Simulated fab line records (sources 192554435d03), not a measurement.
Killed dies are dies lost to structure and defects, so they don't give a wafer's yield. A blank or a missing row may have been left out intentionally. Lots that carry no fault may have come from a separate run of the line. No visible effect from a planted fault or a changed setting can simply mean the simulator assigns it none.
Which tool was responsible? / flow n5_finfet / 27 wafers from 9 lots sampled at 5 of the route's 1938 steps

== WHAT THE GAUGES READ, wafer by wafer ==
N5_BEOL_M12_THK_MEAS_01.
lot=L116; measured=day 11 10:17; on=film_metro-02; M12_ILD_THK (nm)=655 669 656
lot=L117; measured=day 11 22:59; on=film_metro-02; M12_ILD_THK (nm)=662 661 677
lot=L123; measured=day 12 23:30; on=film_metro-01; M12_ILD_THK (nm)=657 662 654
lot=L124; measured=day 13 15:13; on=film_metro-02; M12_ILD_THK (nm)=669 666 667
lot=L128; measured=day 13 21:53; on=film_metro-02; M12_ILD_THK (nm)=658 664 666
lot=L129; measured=day 14 01:28; on=film_metro-01; M12_ILD_THK (nm)=648 656 670
lot=L130; measured=day 14 17:49; on=film_metro-01; M12_ILD_THK (nm)=670 657 667
lot=L131; measured=day 15 11:55; on=film_metro-02; M12_ILD_THK (nm)=737 743 750
lot=L134; measured=day 15 17:42; on=film_metro-02; M12_ILD_THK (nm)=659 747 764

== WHAT TOOL EACH LOT RAN ON (gives the tool, then ch and the chambers of the sampled wafers, and finally the start) ==
lot=L116; N5_BEOL_M11_STRIP_36=rie_diel-02 ch 1,2,3, day 11 05:58; N5_BEOL_M11_CURE_72=uv_cure-02 ch 0, day 11 06:23; N5_BEOL_M11_DEP_56=pecvd-04 ch 0,2, day 11 10:01; N5_BEOL_M12_ILD_DEP_00=pecvd-02 ch 1,2, day 11 10:09
lot=L117; N5_BEOL_M11_STRIP_36=rie_diel-03 ch 2,3, day 11 19:51; N5_BEOL_M11_CURE_72=uv_cure-03 ch 0, day 11 20:28; N5_BEOL_M11_DEP_56=pecvd-01 ch 1,2, day 11 22:43; N5_BEOL_M12_ILD_DEP_00=pecvd-01 ch 1,2, day 11 22:50
lot=L123; N5_BEOL_M11_STRIP_36=rie_diel-04 ch 2,3, day 12 18:25; N5_BEOL_M11_CURE_72=uv_cure-02 ch 0, day 12 19:31; N5_BEOL_M11_DEP_56=pecvd-04 ch 0,1,2, day 12 23:16; N5_BEOL_M12_ILD_DEP_00=pecvd-03 ch 0,1,2, day 12 23:25
lot=L124; N5_BEOL_M11_STRIP_36=rie_diel-03 ch 2,3, day 13 11:44; N5_BEOL_M11_CURE_72=uv_cure-03 ch 0, day 13 12:26; N5_BEOL_M11_DEP_56=pecvd-04 ch 0,1,2, day 13 14:59; N5_BEOL_M12_ILD_DEP_00=pecvd-02 ch 0,1,2, day 13 15:08
lot=L128; N5_BEOL_M11_STRIP_36=rie_diel-03 ch 0,2,3, day 13 18:54; N5_BEOL_M11_CURE_72=uv_cure-02 ch 0, day 13 19:20; N5_BEOL_M11_DEP_56=pecvd-04 ch 0,1,2, day 13 21:38; N5_BEOL_M12_ILD_DEP_00=pecvd-02 ch 0,1,2, day 13 21:46
lot=L129; N5_BEOL_M11_STRIP_36=rie_diel-02 ch 2,3, day 13 21:05; N5_BEOL_M11_CURE_72=uv_cure-02 ch 0, day 13 21:32; N5_BEOL_M11_DEP_56=pecvd-03 ch 1,2, day 14 01:12; N5_BEOL_M12_ILD_DEP_00=pecvd-01 ch 1,2, day 14 01:20
lot=L130; N5_BEOL_M11_STRIP_36=rie_diel-03 ch 1,2,3, day 14 11:16; N5_BEOL_M11_CURE_72=uv_cure-01 ch 0, day 14 11:58; N5_BEOL_M11_DEP_56=pecvd-04 ch 0,1,2, day 14 17:34; N5_BEOL_M12_ILD_DEP_00=pecvd-01 ch 0,1,2, day 14 17:44
lot=L131; N5_BEOL_M11_STRIP_36=rie_diel-04 ch 1,2, day 15 07:20; N5_BEOL_M11_CURE_72=uv_cure-02 ch 2, day 15 08:02; N5_BEOL_M11_DEP_56=pecvd-01 ch 1,2, day 15 11:39; N5_BEOL_M12_ILD_DEP_00=pecvd-01 ch 0,1, day 15 11:46
lot=L134; N5_BEOL_M11_STRIP_36=rie_diel-03 ch 0,1,2, day 15 14:35; N5_BEOL_M11_CURE_72=uv_cure-01 ch 2, day 15 15:03; N5_BEOL_M11_DEP_56=pecvd-01 ch 1,2, day 15 17:26; N5_BEOL_M12_ILD_DEP_00=pecvd-01 ch 0,1, day 15 17:34
- N5_BEOL_M11_STRIP_36: strips in N2/H2.
- N5_BEOL_M11_CURE_72: cures SiCOH lowk, time 120 s.
- N5_BEOL_M11_DEP_56: deposits SiCN from 3MS/NH3, target thk 30 nm, time 10.5 s.
- N5_BEOL_M12_ILD_DEP_00: deposits SiOC from DEMS/O2, target thk 658.92 nm, time 130.7 s.

== THE ANSWER, worked out from the rows above alone ==
Rule: the lots themselves supply what counts as usual. Put in order of their means at a reading, lots are off if they are a third of the lots or fewer, leave a main group of 4 or more, and stand apart from it by a gap of 3 or more times the standard deviation of the main group's means; of several such gaps the widest counts. If all means in a main group match to the digits the tables above print for the reading, that group is not used. A lot without any number at a reading at which 4 lots or more have one is off too. Any other lot the step has rows for is counted as sound.
Off: L131, L134, at N5_BEOL_M12_THK_MEAS_01 (M12_ILD_THK). The main group: mean 662 nm, standard deviation 3.7.
If a tool, at a process step before that reading, ran all the lots that are off and no sound lot after the first of them, it fits. The gauges at N5_BEOL_M12_THK_MEAS_01 are tried like those tools. This does not decide it: 2 tools fit, namely pecvd-01 at N5_BEOL_M11_DEP_56 and N5_BEOL_M12_ILD_DEP_00 and film_metro-02 at N5_BEOL_M12_THK_MEAS_01.

== WHAT THE SIMULATOR HAD PUT IN ==
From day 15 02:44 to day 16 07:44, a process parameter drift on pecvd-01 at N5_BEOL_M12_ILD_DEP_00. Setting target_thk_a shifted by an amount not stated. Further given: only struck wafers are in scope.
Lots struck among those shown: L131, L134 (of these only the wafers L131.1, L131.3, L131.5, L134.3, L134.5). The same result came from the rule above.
